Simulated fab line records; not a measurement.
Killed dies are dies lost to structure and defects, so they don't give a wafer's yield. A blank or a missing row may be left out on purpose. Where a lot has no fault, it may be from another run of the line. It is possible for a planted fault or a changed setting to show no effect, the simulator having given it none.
fab line records	flow n5-finfet
record: lots: 24	wafers: 72	last-day: 17
route steps=1938 shown BEOL_M13@1670 BEOL_M14@1717
lots with no fault: from the same line, run without faults
start-h: the number of hours between the record's first day and the start of the first shown wafer of the lot	wait-h: time in hours since the lot's previous step	" the same as in the row above	L1.1+2: several wafers, shown together as one row	- no value, or no start was given	* or withheld: withheld	< > ~ a bound
route shown NAME@n: a module of which the file shows steps, and the number in the route of the first	usual: average and standard deviation across the fault-free wafers	same: alike in all rows	chamber/n: place in a boat	sites: each site's reading	_std_site: their standard deviation	_edge_site: the outer-site mean with the inner-site mean subtracted	radius-mm: how far each site lies from the wafer's centre	mask NAME#n: copy n	behind: the last tool/chamber to shape the wafer	hold: the reason the lot was held/the length of the hold in hours/how it ended	device: names the non-switching transistor (n, p or np)	end of line: the route-end tests of the same wafers	where a step has no rows: the recipe by itself	killed: not the wafer's yield, but the dies lost to structure and defects at the first sort	map: a wafer's dies, x killed, . not, _ none there
set.NAME: the setting as run; set.NAME@STEP: as run at that earlier step	model.NAME: the simulator's own value behind a step, which no gauge read
the route's steps for a sample of lots (tables are steps, rows are wafers)
services: a tool's chamber out of use, with start hour (start-h, from the record's first day; less than 0 if before it), hours out, and reason
== steps ==
step: N5_BEOL_M13_OVL_MEAS_11
recipe: points-per-wafer: 44
usual: V12_OVL: -3/6.3
lot.wafer	tool	chamber	start-h	wait-h	V12_OVL[nm]
L074.1	overlay-02	0	235.57	0.0	5
L074.2	"	0	"	"	-11
L074.3	"	0	"	"	-2
L075.1	overlay-02	0	243.31	0.0	-4
L075.3	"	0	"	"	8
L075.5	"	0	"	"	6
L076.1	overlay-02	0	264.36	0.0	5
L076.4	"	0	"	"	0
L076.5	"	0	"	"	6
L078.1	overlay-01	0	267.07	0.0	-10
L078.5	"	0	"	"	-8
L078.6	"	0	"	"	-4
L077.1	overlay-01	0	267.34	0.0	-12
L077.3	"	0	"	"	-12
L077.5	"	0	"	"	-8
L079.1	overlay-02	0	273.91	0.0	1
L079.3	"	0	"	"	-2
L079.5	"	0	"	"	5
L080.2	overlay-01	0	282.25	0.0	-5
L080.3	"	0	"	"	3
L080.6	"	0	"	"	-7
L081.1	overlay-01	0	282.70	0.0	-3
L081.3	"	0	"	"	-8
L081.5	"	0	"	"	-14
L082.2	overlay-01	0	283.23	0.0	-11
L082.3	"	0	"	"	-8
L082.5	"	0	"	"	-8
L083.2	overlay-02	0	295.10	0.0	-5
L083.3	"	0	"	"	-8
L083.6	"	0	"	"	2
L086.1	overlay-02	0	311.59	0.0	14
L086.3	"	0	"	"	0
L086.4	"	0	"	"	4
L085.2	overlay-01	0	315.52	0.0	-2
L085.3	"	0	"	"	-5
L085.4	"	0	"	"	4
L084.1	overlay-01	0	316.43	0.0	3
L084.5	"	0	"	"	-2
L084.6	"	0	"	"	-12
L087.2	overlay-01	0	319.85	0.0	-3
L087.3	"	0	"	"	-10
L087.5	"	0	"	"	-7
L088.2	overlay-01	0	323.97	0.0	4
L088.3	"	0	"	"	-6
L088.5	"	0	"	"	-2
L090.1	overlay-02	0	342.41	0.0	-7
L090.5	"	0	"	"	-12
L090.6	"	0	"	"	-13
L089.1	overlay-02	0	342.70	0.0	-8
L089.2	"	0	"	"	-12
L089.3	"	0	"	"	-9
L092.1	overlay-01	0	354.69	0.0	-6
L092.2	"	0	"	"	2
L092.4	"	0	"	"	0
L091.1	overlay-02	0	354.84	0.0	-1
L091.3	"	0	"	"	3
L091.6	"	0	"	"	7
L094.2	overlay-02	0	361.20	0.0	-2
L094.5	"	0	"	"	-1
L094.6	"	0	"	"	1
L093.3	overlay-01	0	363.88	0.0	4
L093.5	"	0	"	"	1
L093.6	"	0	"	"	4
L095.1	overlay-02	0	368.79	0.0	-1
L095.2	"	0	"	"	-7
L095.4	"	0	"	"	-2
L096.4	overlay-01	0	374.14	0.0	-10
L096.5	"	0	"	"	-4
L096.6	"	0	"	"	-7
L097.1	overlay-01	0	378.97	0.0	-4
L097.2	"	0	"	"	-19
L097.6	"	0	"	"	-1
step: N5_BEOL_M13_DESCUM_33
recipe: chemistry: O2	time-s: 7.9	source-power-w: 50	bias-power-w: 20	pressure-mtorr: 20	rf-frequency-hz: 2.712e+07	temp-c: 40	o2-flow-sccm: 225
usual: drypump-motor-current-A: 5.9/0.51	oes-product-au: 0.76/0.092	rf-vpp-V: 243.4/1.4	showerhead-plenum-p-Torr: 2.11/0.076	throttle-valve-pct: 20.43/0.21
lot.wafer	tool	chamber	start-h	wait-h	drypump-motor-current-A	oes-product-au	rf-hours-counter-h	rf-vpp-V	showerhead-plenum-p-Torr	throttle-valve-pct
L074.1	rie-diel-02	1	237.56	0.5	6.2	0.73	165	240.5	2.00	20.32
L074.2	"	2	"	"	6.1	0.71	179	243.8	2.07	20.26
L074.3	"	3	"	"	6.6	0.94	13	244.6	2.16	20.44
L075.1	rie-diel-02	2	244.31	0.0	6.2	0.71	180	242.6	2.07	20.24
L075.3	"	1	"	"	6.2	0.73	166	241.2	1.99	20.30
L075.5	"	3	"	"	6.7	0.93	-	243.7	2.16	20.45
L076.1	rie-diel-02	3	265.49	0.0	6.6	0.92	19	243.3	2.16	20.46
L076.4	"	1	"	"	6.2	0.72	173	241.5	1.99	20.31
L076.5	"	2	"	"	6.2	0.70	-	242.4	2.07	20.26
L078.1	rie-diel-02	2	268.07	0.0	6.1	0.71	188	243.1	2.07	20.28
L078.5	"	3	"	"	6.7	0.92	-	243.7	2.16	20.43
L078.6	"	0	"	"	5.1	0.78	-	245.4	2.20	20.39
L077.1	rie-diel-02	3	268.62	0.2	6.6	0.92	20	244.3	2.16	20.46
L077.3	"	1	"	"	6.1	0.72	174	243.0	1.99	20.32
L077.5	"	1	"	"	6.1	0.73	-	242.6	1.99	20.32
L079.1	rie-diel-02	0	275.04	0.0	5.1	0.78	131	245.3	2.20	20.40
L079.3	"	3	"	"	6.6	0.92	22	242.7	2.16	20.47
L079.5	"	1	"	"	6.1	0.74	-	242.4	1.99	20.32
L080.2	rie-diel-03	2	283.25	0.0	5.3	0.69	228	243.9	2.07	20.25
L080.3	"	1	"	"	6.5	0.70	215	241.5	2.10	20.79
L080.6	"	1	"	"	6.5	0.69	-	243.1	2.10	20.77
L081.1	rie-diel-02	1	283.77	0.1	6.2	0.73	179	241.1	1.99	20.31
L081.3	"	2	"	"	6.1	0.71	192	243.0	2.07	20.28
L081.5	"	2	"	"	6.2	0.70	-	243.4	2.07	20.28
L082.2	rie-diel-02	0	284.31	0.1	5.1	0.77	133	245.1	2.20	20.38
L082.3	"	2	"	"	6.1	0.70	193	242.6	2.07	20.28
L082.5	"	1	"	"	6.1	0.72	-	240.6	1.99	20.33
L083.2	rie-diel-03	0	296.78	0.6	5.9	0.93	14	245.8	2.21	20.08
L083.3	"	1	"	"	6.5	0.68	220	240.9	2.09	20.81
L083.6	"	1	"	"	6.5	0.69	-	243.2	2.09	20.76
L086.1	rie-diel-04	1	312.87	0.2	6.0	0.68	200	244.5	2.15	20.50
L086.3	"	2	"	"	5.4	0.72	187	243.4	2.07	20.42
L086.4	"	2	"	"	5.4	0.72	-	243.9	2.07	20.42
L085.2	rie-diel-03	1	316.52	0.0	6.5	0.69	226	241.5	2.09	20.81
L085.3	"	0	"	"	5.9	0.92	19	243.7	2.21	20.11
L085.4	"	3	"	"	5.3	0.71	215	241.6	1.98	20.68
L084.1	rie-diel-03	1	317.58	0.0	6.5	0.68	226	242.1	2.09	20.81
L084.5	"	1	"	"	6.5	0.68	-	242.2	2.09	20.80
L084.6	"	2	"	"	5.3	0.69	-	241.2	2.06	20.29
L087.2	rie-diel-03	0	320.97	0.0	5.9	0.92	20	244.1	2.21	20.10
L087.3	"	1	"	"	6.5	0.69	227	243.9	2.09	20.81
L087.5	"	1	"	"	6.5	0.69	-	242.8	2.09	20.80
L088.2	rie-diel-03	0	325.26	0.3	5.9	0.91	22	245.6	2.21	20.09
L088.3	"	3	"	"	5.3	0.70	218	243.1	1.98	20.70
L088.5	"	0	"	"	5.9	0.90	-	245.7	2.21	20.12
L090.1	rie-diel-04	3	343.41	0.0	5.9	0.68	229	243.8	2.17	20.59
L090.5	"	3	"	"	6.0	0.67	-	244.7	2.17	20.60
L090.6	"	2	"	"	5.4	0.72	-	243.5	2.07	20.42
L089.1	rie-diel-03	2	343.80	0.1	5.3	0.69	247	241.7	2.06	20.31
L089.2	"	3	"	"	5.3	0.70	225	242.2	1.98	20.69
L089.3	"	0	"	"	5.9	0.89	29	244.0	2.21	20.12
L092.1	rie-diel-03	0	355.74	0.0	5.9	0.88	33	246.1	2.21	20.11
L092.2	"	1	"	"	6.5	0.68	240	244.8	2.09	20.82
L092.4	"	2	"	"	5.3	0.67	-	243.4	2.06	20.31
L091.1	rie-diel-02	2	356.08	0.0	6.1	0.69	216	243.0	2.06	20.31
L091.3	"	3	"	"	6.6	0.88	47	244.3	2.15	20.52
L091.6	"	1	"	"	6.2	0.72	-	240.9	1.98	20.33
L094.2	rie-diel-03	1	362.20	0.0	6.5	0.69	243	243.3	2.09	20.81
L094.5	"	0	"	"	5.9	0.88	-	246.5	2.21	20.12
L094.6	"	2	"	"	5.3	0.67	-	243.5	2.06	20.30
L093.3	rie-diel-04	0	365.01	0.0	6.3	0.94	12	245.1	2.21	20.26
L093.5	"	2	"	"	5.4	0.71	-	243.6	2.07	20.44
L093.6	"	3	"	"	5.9	0.67	-	244.0	2.17	20.61
L095.1	rie-diel-03	1	369.96	0.0	6.5	0.68	246	243.0	2.09	20.83
L095.2	"	3	"	"	5.3	0.70	228	242.4	1.98	20.69
L095.4	"	1	"	"	6.5	0.67	-	242.7	2.09	20.83
L096.4	rie-diel-04	0	375.15	0.0	6.3	0.94	15	245.6	2.21	20.27
L096.5	"	0	"	"	6.3	0.94	-	246.4	2.20	20.26
L096.6	"	1	"	"	6.0	0.67	-	243.9	2.15	20.50
L097.1	rie-diel-02	0	380.68	0.1	5.1	0.75	159	244.3	2.19	20.44
L097.2	"	1	"	"	6.1	0.70	204	242.7	1.98	20.36
L097.6	"	2	"	"	6.1	0.68	-	243.7	2.06	20.32
step: N5_BEOL_M13_OCD_MEAS_35
usual: trench-depth-nm: 410/6.3
lot.wafer	tool	chamber	start-h	wait-h	trench-depth-nm
L074.1	ocd-01	-	238.14	0.0	401
L074.2	"	-	"	"	404
L074.3	"	-	"	"	422
L075.1	ocd-02	-	244.89	0.0	405
L075.3	"	-	"	"	397
L075.5	"	-	"	"	414
L076.1	ocd-02	-	266.07	0.0	413
L076.4	"	-	"	"	401
L076.5	"	-	"	"	404
L078.1	ocd-02	-	268.65	0.0	409
L078.5	"	-	"	"	421
L078.6	"	-	"	"	417
L077.1	ocd-02	-	269.20	0.0	415
L077.3	"	-	"	"	406
L077.5	"	-	"	"	402
L079.1	ocd-02	-	275.62	0.0	417
L079.3	"	-	"	"	420
L079.5	"	-	"	"	407
L080.2	ocd-01	-	283.83	0.0	406
L080.3	"	-	"	"	407
L080.6	"	-	"	"	409
L081.1	ocd-02	-	284.34	0.0	408
L081.3	"	-	"	"	404
L081.5	"	-	"	"	409
L082.2	ocd-01	-	284.89	0.0	416
L082.3	"	-	"	"	401
L082.5	"	-	"	"	404
L083.2	ocd-01	-	297.36	0.0	418
L083.3	"	-	"	"	414
L083.6	"	-	"	"	408
L086.1	ocd-01	-	313.45	0.0	411
L086.3	"	-	"	"	415
L086.4	"	-	"	"	416
L085.2	ocd-01	-	317.10	0.0	418
L085.3	"	-	"	"	422
L085.4	"	-	"	"	405
L084.1	ocd-01	-	318.16	0.0	418
L084.5	"	-	"	"	417
L084.6	"	-	"	"	413
L087.2	ocd-01	-	321.55	0.0	420
L087.3	"	-	"	"	417
L087.5	"	-	"	"	413
L088.2	ocd-01	-	325.84	0.0	415
L088.3	"	-	"	"	399
L088.5	"	-	"	"	416
L090.1	ocd-02	-	343.99	0.0	411
L090.5	"	-	"	"	409
L090.6	"	-	"	"	412
L089.1	ocd-02	-	344.38	0.0	407
L089.2	"	-	"	"	405
L089.3	"	-	"	"	413
L092.1	ocd-01	-	356.31	0.0	416
L092.2	"	-	"	"	413
L092.4	"	-	"	"	408
L091.1	ocd-02	-	356.66	0.0	403
L091.3	"	-	"	"	414
L091.6	"	-	"	"	405
L094.2	ocd-01	-	362.78	0.0	415
L094.5	"	-	"	"	418
L094.6	"	-	"	"	409
L093.3	ocd-02	-	365.59	0.0	415
L093.5	"	-	"	"	406
L093.6	"	-	"	"	406
L095.1	ocd-01	-	370.53	0.0	418
L095.2	"	-	"	"	404
L095.4	"	-	"	"	419
L096.4	ocd-01	-	375.73	0.0	413
L096.5	"	-	"	"	413
L096.6	"	-	"	"	402
L097.1	ocd-01	-	381.25	0.0	409
L097.2	"	-	"	"	403
L097.6	"	-	"	"	400
step: N5_BEOL_M13_STRIP_37
recipe: chemistry: N2/H2	power-w: 1000	temp-c: 250	h2-frac: 0.65	overash-fraction: 0.3	pressure-mtorr: withheld	n2-flow-sccm: 1750	h2-flow-sccm: 3250
usual: drypump-motor-current-A: 5.8/0.39	h2-flow-sccm: 3251/10	heater-power-w: 335/27	oes-product-au: 0.785/0.01
lot.wafer	tool	chamber	start-h	wait-h	drypump-motor-current-A	h2-flow-sccm	heater-power-w	oes-product-au	rf-hours-counter-h
L074.1	plasma-asher-02	0	238.18	0.0	6.2	3244	343	0.773	67
L074.2	"	1	"	"	6.0	3240	327	0.785	67
L074.3	"	0	"	"	6.2	3260	348	0.792	-
L075.1	plasma-asher-01	0	244.93	0.0	5.3	3244	372	0.798	118
L075.3	"	1	"	"	6.0	3264	302	0.786	-
L075.5	"	1	"	"	6.1	3257	296	0.780	-
L076.1	plasma-asher-01	0	266.11	0.0	5.3	3258	359	0.786	121
L076.4	"	1	"	"	6.0	3244	297	0.784	-
L076.5	"	1	"	"	6.0	3243	300	0.785	-
L078.1	plasma-asher-02	1	268.69	0.0	6.0	3240	343	0.789	75
L078.5	"	1	"	"	6.0	3239	336	0.780	-
L078.6	"	0	"	"	6.2	3252	349	0.767	-
L077.1	plasma-asher-01	1	269.24	0.0	6.0	3249	296	0.786	121
L077.3	"	0	"	"	5.3	3246	368	0.792	-
L077.5	"	1	"	"	6.0	3259	302	0.787	-
L079.1	plasma-asher-01	1	275.66	0.0	6.1	3263	300	0.775	122
L079.3	"	0	"	"	5.3	3241	371	0.779	-
L079.5	"	1	"	"	6.0	3261	293	0.792	-
L080.2	plasma-asher-01	0	283.86	0.0	5.3	3252	364	0.784	124
L080.3	"	0	"	"	5.2	3255	370	0.788	-
L080.6	"	1	"	"	6.0	3253	294	0.770	-
L081.1	plasma-asher-01	0	284.38	0.0	5.2	3232	374	0.778	124
L081.3	"	1	"	"	6.0	3255	292	0.803	-
L081.5	"	1	"	"	6.0	3254	302	0.782	-
L082.2	plasma-asher-02	0	284.93	0.0	6.2	3251	361	0.769	79
L082.3	"	1	"	"	6.0	3236	327	0.777	-
L082.5	"	1	"	"	6.0	3238	339	0.767	-
L083.2	plasma-asher-01	0	297.39	0.0	5.3	3252	355	0.781	127
L083.3	"	1	"	"	6.0	3246	303	0.782	-
L083.6	"	1	"	"	6.0	3271	304	0.776	-
L086.1	plasma-asher-01	1	313.49	0.0	6.1	3265	290	0.771	129
L086.3	"	1	"	"	6.0	3269	301	0.795	-
L086.4	"	0	"	"	5.2	3252	364	0.783	-
L085.2	plasma-asher-01	1	317.14	0.0	6.0	3281	308	0.807	130
L085.3	"	0	"	"	5.2	3243	359	0.772	-
L085.4	"	1	"	"	6.0	3264	301	0.774	-
L084.1	plasma-asher-01	0	318.20	0.0	5.2	3245	365	0.789	130
L084.5	"	0	"	"	5.3	3257	362	0.773	-
L084.6	"	1	"	"	6.0	3266	296	0.790	-
L087.2	plasma-asher-01	0	321.59	0.0	5.2	3257	364	0.795	131
L087.3	"	0	"	"	5.2	3257	372	0.788	-
L087.5	"	0	"	"	5.2	3248	362	0.778	-
L088.2	plasma-asher-02	0	325.87	0.0	6.2	3233	354	0.767	88
L088.3	"	0	"	"	6.2	3241	356	0.774	-
L088.5	"	0	"	"	6.2	3250	355	0.778	-
L090.1	plasma-asher-01	0	344.09	0.1	5.2	3268	370	0.785	135
L090.5	"	1	"	"	6.0	3256	297	0.799	-
L090.6	"	0	"	"	5.2	3260	358	0.792	-
L089.1	plasma-asher-02	1	344.41	0.0	6.0	3248	337	0.791	93
L089.2	"	0	"	"	6.2	3248	350	0.769	93
L089.3	"	0	"	"	6.2	3250	344	0.783	-
L092.1	plasma-asher-02	0	356.35	0.0	6.2	3271	343	0.778	95
L092.2	"	1	"	"	6.0	3260	339	0.796	95
L092.4	"	0	"	"	6.2	3249	352	0.790	-
L091.1	plasma-asher-02	1	356.69	0.0	6.0	3244	335	0.801	95
L091.3	"	0	"	"	6.2	3236	346	0.777	-
L091.6	"	1	"	"	6.0	3252	332	0.789	-
L094.2	plasma-asher-01	1	362.82	0.0	6.0	3238	290	0.788	138
L094.5	"	0	"	"	5.2	3250	370	0.773	-
L094.6	"	1	"	"	6.0	3237	296	0.778	-
L093.3	plasma-asher-02	0	365.64	0.1	6.2	3252	345	0.791	-
L093.5	"	0	"	"	6.2	3248	347	0.802	-
L093.6	"	1	"	"	6.0	3266	336	0.787	-
L095.1	plasma-asher-02	0	370.57	0.0	6.2	3239	355	0.783	98
L095.2	"	1	"	"	6.0	3251	336	0.794	98
L095.4	"	1	"	"	6.0	3260	337	0.778	-
L096.4	plasma-asher-01	0	375.80	0.1	5.3	3247	365	0.777	-
L096.5	"	0	"	"	5.2	3248	369	0.780	-
L096.6	"	1	"	"	6.0	3253	302	0.783	-
L097.1	plasma-asher-01	1	381.29	0.0	6.0	3247	295	0.785	142
L097.2	"	0	"	"	5.3	3252	370	0.798	142
L097.6	"	0	"	"	5.3	3259	360	0.788	-
step: N5_BEOL_M13_PRE_CLEAN_42
recipe: gas: H2/He	time-s: 30	temp-c: 250
usual: heater-power-w: 341/30
lot.wafer	tool	chamber	start-h	wait-h	heater-power-w
L074.1	pvd-sputter-03	-	240.47	0.0	287
L074.2	"	-	"	"	318
L074.3	"	-	"	"	350
L075.1	pvd-sputter-03	-	247.86	0.0	350
L075.3	"	-	"	"	282
L075.5	"	-	"	"	277
L076.1	pvd-sputter-02	-	268.72	0.0	346
L076.4	"	-	"	"	346
L076.5	"	-	"	"	333
L078.1	pvd-sputter-03	-	269.06	0.0	353
L078.5	"	-	"	"	315
L078.6	"	-	"	"	285
L077.1	pvd-sputter-01	-	270.18	0.0	367
L077.3	"	-	"	"	293
L077.5	"	-	"	"	386
L079.1	pvd-sputter-02	-	281.47	0.0	350
L079.3	"	-	"	"	344
L079.5	"	-	"	"	349
L080.2	pvd-sputter-01	-	285.94	0.0	329
L080.3	"	-	"	"	379
L080.6	"	-	"	"	322
L082.2	pvd-sputter-01	-	288.78	0.0	330
L082.3	"	-	"	"	388
L082.5	"	-	"	"	372
L081.1	pvd-sputter-02	-	289.12	0.0	333
L081.3	"	-	"	"	351
L081.5	"	-	"	"	345
L083.2	pvd-sputter-01	-	298.54	0.0	316
L083.3	"	-	"	"	367
L083.6	"	-	"	"	371
L086.1	pvd-sputter-01	-	314.82	0.0	295
L086.3	"	-	"	"	323
L086.4	"	-	"	"	376
L085.2	pvd-sputter-03	-	319.20	0.0	331
L085.3	"	-	"	"	283
L085.4	"	-	"	"	364
L084.1	pvd-sputter-02	-	319.46	0.0	344
L084.5	"	-	"	"	348
L084.6	"	-	"	"	348
L087.2	pvd-sputter-01	-	322.05	0.0	319
L087.3	"	-	"	"	386
L087.5	"	-	"	"	381
L088.2	pvd-sputter-02	-	326.79	0.0	349
L088.3	"	-	"	"	339
L088.5	"	-	"	"	340
L090.1	pvd-sputter-01	-	345.29	0.0	372
L090.5	"	-	"	"	324
L090.6	"	-	"	"	293
L089.1	pvd-sputter-01	-	345.83	0.0	296
L089.2	"	-	"	"	379
L089.3	"	-	"	"	380
L092.1	pvd-sputter-01	-	357.16	0.0	331
L092.2	"	-	"	"	380
L092.4	"	-	"	"	387
L091.1	pvd-sputter-02	-	358.34	0.0	352
L091.3	"	-	"	"	366
L091.6	"	-	"	"	367
L094.2	pvd-sputter-03	-	363.24	0.0	354
L094.5	"	-	"	"	278
L094.6	"	-	"	"	365
L093.3	pvd-sputter-03	-	366.44	0.0	349
L093.5	"	-	"	"	345
L093.6	"	-	"	"	316
L095.1	pvd-sputter-01	-	372.76	0.0	373
L095.2	"	-	"	"	370
L095.4	"	-	"	"	322
L096.4	pvd-sputter-02	-	376.16	0.0	357
L096.5	"	-	"	"	341
L096.6	"	-	"	"	372
L097.1	pvd-sputter-02	-	381.66	0.0	341
L097.2	"	-	"	"	365
L097.6	"	-	"	"	351
step: N5_BEOL_M14_THK_MEAS_01
recipe: reads: SiO2_of_BEOL_M14_ILD_DEP_00
usual: M14_ILD_THK: 1125/15
lot.wafer	tool	chamber	start-h	wait-h	M14_ILD_THK[nm]
L074.1	film-metro-02	-	241.93	0.1	1107
L074.2	"	-	"	"	1104
L074.3	"	-	"	"	1122
L075.1	film-metro-01	-	249.34	0.1	1107
L075.3	"	-	"	"	1117
L075.5	"	-	"	"	1134
L076.1	film-metro-02	-	270.17	0.1	1097
L076.4	"	-	"	"	1119
L076.5	"	-	"	"	1112
L078.1	film-metro-01	-	270.78	0.1	1136
L078.5	"	-	"	"	1145
L078.6	"	-	"	"	1133
L077.1	film-metro-01	-	271.64	0.1	1100
L077.3	"	-	"	"	1109
L077.5	"	-	"	"	1129
L079.1	film-metro-01	-	283.58	0.4	1108
L079.3	"	-	"	"	1132
L079.5	"	-	"	"	1125
L080.2	film-metro-01	-	287.41	0.1	1102
L080.3	"	-	"	"	1118
L080.6	"	-	"	"	1131
L082.2	film-metro-01	-	290.26	0.1	1122
L082.3	"	-	"	"	1121
L082.5	"	-	"	"	1137
L081.1	film-metro-02	-	290.70	0.1	1109
L081.3	"	-	"	"	1133
L081.5	"	-	"	"	1134
L083.2	film-metro-02	-	300.66	0.2	1106
L083.3	"	-	"	"	1116
L083.6	"	-	"	"	1146
L086.1	film-metro-02	-	317.16	0.1	1137
L086.3	"	-	"	"	1140
L086.4	"	-	"	"	1146
L085.2	film-metro-02	-	320.65	0.1	1114
L085.3	"	-	"	"	1120
L085.4	"	-	"	"	1147
L084.1	film-metro-02	-	320.97	0.1	1121
L084.5	"	-	"	"	1137
L084.6	"	-	"	"	1146
L087.2	film-metro-02	-	323.50	0.1	1121
L087.3	"	-	"	"	1137
L087.5	"	-	"	"	1133
L088.2	film-metro-01	-	328.28	0.1	1124
L088.3	"	-	"	"	1120
L088.5	"	-	"	"	1167
L090.1	film-metro-01	-	346.74	0.1	1098
L090.5	"	-	"	"	1121
L090.6	"	-	"	"	1137
L089.1	film-metro-01	-	347.56	0.1	1104
L089.2	"	-	"	"	1105
L089.3	"	-	"	"	1097
L092.1	film-metro-01	-	358.88	0.1	1097
L092.2	"	-	"	"	1102
L092.4	"	-	"	"	1121
L091.1	film-metro-02	-	360.09	0.1	1107
L091.3	"	-	"	"	1126
L091.6	"	-	"	"	1128
L094.2	film-metro-01	-	365.85	0.1	1116
L094.5	"	-	"	"	1131
L094.6	"	-	"	"	1127
L093.3	film-metro-01	-	367.94	0.1	1113
L093.5	"	-	"	"	1125
L093.6	"	-	"	"	1136
L095.1	film-metro-01	-	374.51	0.1	1117
L095.2	"	-	"	"	1118
L095.4	"	-	"	"	1125
L096.4	film-metro-02	-	377.63	0.0	1123
L096.5	"	-	"	"	1133
L096.6	"	-	"	"	1137
L097.1	film-metro-02	-	383.70	0.1	1148
L097.2	"	-	"	"	1110
L097.6	"	-	"	"	1164
== services ==
tool	chamber	start-h	hours	kind
rie-diel-03	0	225.48	-	clean
rie-diel-03	0	225.48	-	consumable-replace:focus-ring
rie-diel-03	0	225.48	-	consumable-replace:showerhead
rie-diel-03	0	225.48	21.1	scheduled-down
rie-diel-03	0	225.48	21.1	vent-cycle
plasma-asher-01	-	226.81	0.9	repair
rie-diel-04	2	248.97	8.5	repair
plasma-asher-01	-	249.60	6.8	repair
rie-diel-02	3	249.69	7.0	repair
plasma-asher-01	-	263.14	2.8	pm
pvd-sputter-03	-	279.46	4.2	repair
rie-diel-04	0	303.73	-	clean
rie-diel-04	0	303.73	-	consumable-replace:focus-ring
rie-diel-04	0	303.73	-	consumable-replace:showerhead
rie-diel-04	0	303.73	17.6	scheduled-down
rie-diel-04	2	316.38	2.4	repair
rie-diel-02	1	327.06	13.8	repair
rie-diel-03	2	333.27	7.1	repair
rie-diel-03	3	347.79	18.3	repair
rie-diel-03	2	366.13	-	clean
rie-diel-03	2	366.13	-	consumable-replace:esc
rie-diel-03	2	366.13	-	consumable-replace:focus-ring
rie-diel-03	2	366.13	23.7	scheduled-down
rie-diel-03	2	366.13	23.7	vent-cycle
== key ==
fault none
